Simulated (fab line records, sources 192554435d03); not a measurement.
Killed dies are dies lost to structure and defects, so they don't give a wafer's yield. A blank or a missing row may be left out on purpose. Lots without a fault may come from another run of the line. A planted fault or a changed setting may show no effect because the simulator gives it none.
Which tool did it? | flow n5_finfet | 24 lots, 72 wafers sampled, at 4 steps of a route of 1938

WHAT THE GAUGES READ, wafer by wafer
N5_BEOL_M2_RS_MEAS_58: measures by four-point-probe.
lot  | measured     | on            | M2_RS (ohm/sq)
L074 | day 7 08:35  | film_metro-02 | 0.66 0.71 0.63
L075 | day 7 18:30  | film_metro-02 | 0.68 0.66 0.72
L076 | day 7 19:49  | film_metro-02 | 0.68 0.69 0.70
L078 | day 8 01:37  | film_metro-02 | 0.65 0.67 0.65
L079 | day 8 08:50  | film_metro-02 | 0.69 0.66 0.75
L077 | day 8 13:55  | film_metro-01 | 0.62 0.61 0.66
L080 | day 8 17:26  | film_metro-01 | 0.68 0.61 0.61
L081 | day 8 22:04  | film_metro-01 | 0.68 0.66 0.74
L082 | day 9 14:25  | film_metro-01 | 0.63 0.65 0.65
L083 | day 9 18:40  | film_metro-01 | 0.69 0.63 0.66
L084 | day 9 21:47  | film_metro-02 | 0.65 0.65 0.66
L085 | day 10 00:32 | film_metro-01 | 0.73 0.71 0.64
L086 | day 10 08:32 | film_metro-01 | 0.66 0.70 0.69
L087 | day 10 14:26 | film_metro-01 | 0.73 0.65 0.68
L088 | day 10 21:17 | film_metro-01 | 0.67 0.64 0.68
L089 | day 11 00:04 | film_metro-01 | 0.67 0.62 0.64
L090 | day 11 08:47 | film_metro-01 | 0.69 0.64 0.64
L091 | day 11 13:49 | film_metro-02 | 0.66 0.66 0.66
L092 | day 12 02:43 | film_metro-01 | 0.70 0.66 0.69
L094 | day 12 08:36 | film_metro-02 | 0.70 0.66 0.71
L093 | day 12 11:41 | film_metro-02 | 0.66 0.67 0.68
L095 | day 12 16:02 | film_metro-01 | 0.68 0.68 0.73
L096 | day 12 16:23 | film_metro-01 | 0.68 0.70 0.68
L097 | day 12 23:12 | film_metro-01 | 0.66 0.69 0.68

N5_BEOL_M3_CD_MEAS_11: target cd 17.05 nm.
lot  | measured     | on        | cd_nm (nm)
L074 | day 7 11:17  | cd_sem-03 | 17.18 16.92 17.32
L075 | day 7 20:58  | cd_sem-02 | 17.06 16.73 16.81
L076 | day 7 21:14  | cd_sem-02 | 17.20 17.09 17.74
L078 | day 8 04:26  | cd_sem-02 | 17.44 17.18 17.33
L079 | day 8 10:47  | cd_sem-02 | 17.08 17.25 16.84
L077 | day 8 14:56  | cd_sem-03 | 17.28 17.03 16.99
L080 | day 8 18:43  | cd_sem-02 | 16.84 17.07 16.92
L081 | day 9 00:32  | cd_sem-01 | 17.23 17.10 17.29
L082 | day 9 15:07  | cd_sem-03 | 16.92 16.87 16.92
L083 | day 9 21:22  | cd_sem-03 | 17.20 16.91 17.04
L084 | day 10 00:22 | cd_sem-01 | 17.58 17.58 17.69
L085 | day 10 01:37 | cd_sem-01 | 16.92 17.05 16.95
L086 | day 10 11:05 | cd_sem-02 | 17.43 17.52 17.34
L087 | day 10 17:52 | cd_sem-03 | 17.02 16.91 17.38
L088 | day 10 23:56 | cd_sem-02 | 17.16 16.98 17.21
L089 | day 11 04:00 | cd_sem-02 | 17.19 16.66 16.75
L090 | day 11 09:31 | cd_sem-01 | 17.38 17.22 17.07
L091 | day 11 15:01 | cd_sem-02 | 16.96 17.07 17.06
L092 | day 12 04:04 | cd_sem-02 | 17.23 17.29 17.06
L094 | day 12 12:05 | cd_sem-02 | 17.08 17.50 17.49
L093 | day 12 12:46 | cd_sem-01 | 17.27 17.39 16.75
L095 | day 12 16:39 | cd_sem-02 | 17.49 17.20 17.05
L096 | day 12 19:07 | cd_sem-02 | 17.05 17.19 17.15
L097 | day 13 02:41 | cd_sem-02 | 17.06 16.88 16.91

N5_BEOL_M3_CD_MEAS_18: pitch 36 nm, target cd 18 nm.
lot  | measured     | on        | cd_nm (nm)
L074 | day 7 11:57  | cd_sem-01 | 18.0 17.6 17.8
L075 | day 7 21:37  | cd_sem-01 | 17.9 18.0 18.0
L076 | day 7 21:47  | cd_sem-03 | 18.1 18.0 18.7
L078 | day 8 05:14  | cd_sem-03 | 18.3 18.4 18.2
L079 | day 8 11:20  | cd_sem-03 | 17.7 18.1 17.7
L077 | day 8 15:29  | cd_sem-03 | 17.7 17.7 18.2
L080 | day 8 19:20  | cd_sem-01 | 18.7 17.5 18.1
L081 | day 9 01:09  | cd_sem-02 | 17.9 18.7 18.9
L082 | day 9 15:40  | cd_sem-02 | 17.3 18.0 17.5
L083 | day 9 22:03  | cd_sem-03 | 17.9 17.5 17.5
L084 | day 10 01:04 | cd_sem-03 | 18.3 18.6 17.6
L085 | day 10 02:10 | cd_sem-01 | 18.2 18.0 17.8
L086 | day 10 11:41 | cd_sem-01 | 18.1 18.4 18.4
L087 | day 10 18:27 | cd_sem-03 | 18.4 18.4 17.8
L088 | day 11 00:29 | cd_sem-01 | 18.2 18.1 18.3
L089 | day 11 04:49 | cd_sem-03 | 17.6 18.0 17.3
L090 | day 11 10:25 | cd_sem-01 | 18.0 18.4 18.4
L091 | day 11 15:35 | cd_sem-03 | 17.6 18.6 18.2
L092 | day 12 04:58 | cd_sem-02 | 18.1 18.6 18.4
L094 | day 12 12:40 | cd_sem-02 | 18.1 18.2 18.2
L093 | day 12 13:21 | cd_sem-02 | 18.3 17.6 18.2
L095 | day 12 17:22 | cd_sem-01 | 18.5 18.5 17.8
L096 | day 12 20:17 | cd_sem-02 | 18.5 18.1 18.5
L097 | day 13 03:14 | cd_sem-03 | 18.3 17.5 17.9

WHICH TOOL RAN EACH LOT (tool, then ch and the chambers of the sampled wafers, then the start)
lot  | N5_BEOL_M3_ETCH_64
L074 | rie_diel-06 ch 1,3, day 7 11:35
L075 | rie_diel-01 ch 0,1,2, day 7 21:10
L076 | rie_diel-01 ch 0,1,2, day 7 21:26
L078 | rie_diel-01 ch 2,3, day 8 04:49
L079 | rie_diel-02 ch 0,1, day 8 10:59
L077 | rie_diel-02 ch 0,1,3, day 8 15:08
L080 | rie_diel-01 ch 0,1,2, day 8 18:58
L081 | rie_diel-01 ch 0,2,3, day 9 00:44
L082 | rie_diel-02 ch 1,2, day 9 15:19
L083 | rie_diel-01 ch 1,2,3, day 9 21:42
L084 | rie_diel-06 ch 1,2,3, day 10 00:36
L085 | rie_diel-02 ch 2,3, day 10 01:49
L086 | rie_diel-02 ch 1,2,3, day 10 11:18
L087 | rie_diel-01 ch 0,2, day 10 18:04
L088 | rie_diel-01 ch 0,2, day 11 00:09
L089 | rie_diel-02 ch 2,3, day 11 04:12
L090 | rie_diel-06 ch 2,3, day 11 09:55
L091 | rie_diel-02 ch 0,1,2, day 11 15:14
L092 | rie_diel-02 ch 0,1, day 12 04:31
L094 | rie_diel-01 ch 0,2, day 12 12:17
L093 | rie_diel-06 ch 1,2, day 12 12:58
L095 | rie_diel-01 ch 0,1,2, day 12 16:54
L096 | rie_diel-06 ch 0,1,2, day 12 19:52
L097 | rie_diel-01 ch 0,1,3, day 13 02:53
- N5_BEOL_M3_ETCH_64: etches SOC in N2/H2, target depth 75 nm, overetch 15 nm, time 112.5 s.

WHAT THE TOOLS THEMSELVES READ (means of the sampled wafers that have a number; where no wafer has one, the mark that the record gives instead)
N5_BEOL_M3_ETCH_64.
lot  | tool        | chamber_pressure_mTorr (mTorr) | drypump_motor_current_A (A) | oes_product_au (a.u.) | rf_vpp_V (V) | showerhead_plenum_p_Torr (Torr) | throttle_valve_pct (%)
L074 | rie_diel-06 | 30.001                         | 5.4                         | 0.59                  | 524.7        | 2.58                            | 17.63
L075 | rie_diel-01 | 30.013                         | 5.9                         | 0.66                  | 522.7        | 2.49                            | 17.62
L076 | rie_diel-01 | 29.975                         | 5.8                         | 0.66                  | 521.8        | 2.49                            | 17.62
L078 | rie_diel-01 | 29.996                         | 6.0                         | 0.61                  | 522.9        | 2.52                            | 17.94
L079 | rie_diel-02 | 29.997                         | 5.5                         | 0.59                  | 522.2        | 2.50                            | 18.20
L077 | rie_diel-02 | 30.024                         | 5.7                         | 0.63                  | 523.9        | 2.52                            | 18.01
L080 | rie_diel-01 | 29.983                         | 5.9                         | 0.65                  | 522.6        | 2.48                            | 17.64
L081 | rie_diel-01 | 30.010                         | 6.1                         | 0.65                  | 522.4        | 2.49                            | 17.69
L082 | rie_diel-02 | 30.029                         | 5.9                         | 0.57                  | 524.6        | 2.59                            | 18.17
L083 | rie_diel-01 | 29.998                         | 5.9                         | 0.60                  | 521.9        | 2.47                            | 17.77
L084 | rie_diel-06 | 30.012                         | 5.6                         | 0.57                  | 524.7        | 2.56                            | 17.89
L085 | rie_diel-02 | 29.988                         | 6.2                         | 0.62                  | 525.0        | 2.59                            | 17.97
L086 | rie_diel-02 | 30.005                         | 6.0                         | 0.67                  | 524.2        | 2.57                            | 18.01
L087 | rie_diel-01 | 30.008                         | 6.2                         | 0.68                  | 522.9        | 2.50                            | 17.58
L088 | rie_diel-01 | 30.019                         | 6.1                         | 0.64                  | 523.4        | 2.52                            | 17.84
L089 | rie_diel-02 | 29.969                         | 6.1                         | 0.59                  | 526.6        | 2.61                            | 18.02
L090 | rie_diel-06 | 30.018                         | 5.9                         | 0.56                  | 524.0        | 2.54                            | 18.13
L091 | rie_diel-02 | 30.004                         | 5.6                         | 0.66                  | 524.0        | 2.53                            | 17.96
L092 | rie_diel-02 | 30.008                         | 5.3                         | 0.69                  | 523.3        | 2.47                            | 17.87
L094 | rie_diel-01 | 30.014                         | 6.0                         | 0.63                  | 522.6        | 2.52                            | 17.86
L093 | rie_diel-06 | 29.984                         | 6.0                         | 0.56                  | 522.3        | 2.51                            | 17.92
L095 | rie_diel-01 | 29.987                         | 5.9                         | 0.62                  | 522.3        | 2.47                            | 17.69
L096 | rie_diel-06 | 30.002                         | 5.8                         | 0.60                  | 523.0        | 2.50                            | 17.78
L097 | rie_diel-01 | 30.027                         | 6.0                         | 0.62                  | 520.5        | 2.43                            | 17.56

THE ANSWER, worked out from the rows above alone
Rule: what is usual is taken from the lots themselves. Put in order of their means at a reading, lots are off if they are a third of the lots or fewer, leave a main group of 4 or more, and stand apart from it by a gap of 3 or more times the standard deviation of the main group's means; of several such gaps the widest counts. A main group whose means are all the same, to the digits that the tables above print for the reading, isn't used. A lot without any number at a reading at which 4 lots or more have one is off too. The other lots that the step has rows for count as sound. The gauges are gone through in route order, then the tools' own readings, and for those a lot's mean is taken as printed above. The first step at which some lot is off is used, and at that step the reading that is off furthest; a lot without a number counts as furthest.
No lot is off at any reading shown: from this, nothing can be told.

WHAT THE SIMULATOR HAD PUT IN
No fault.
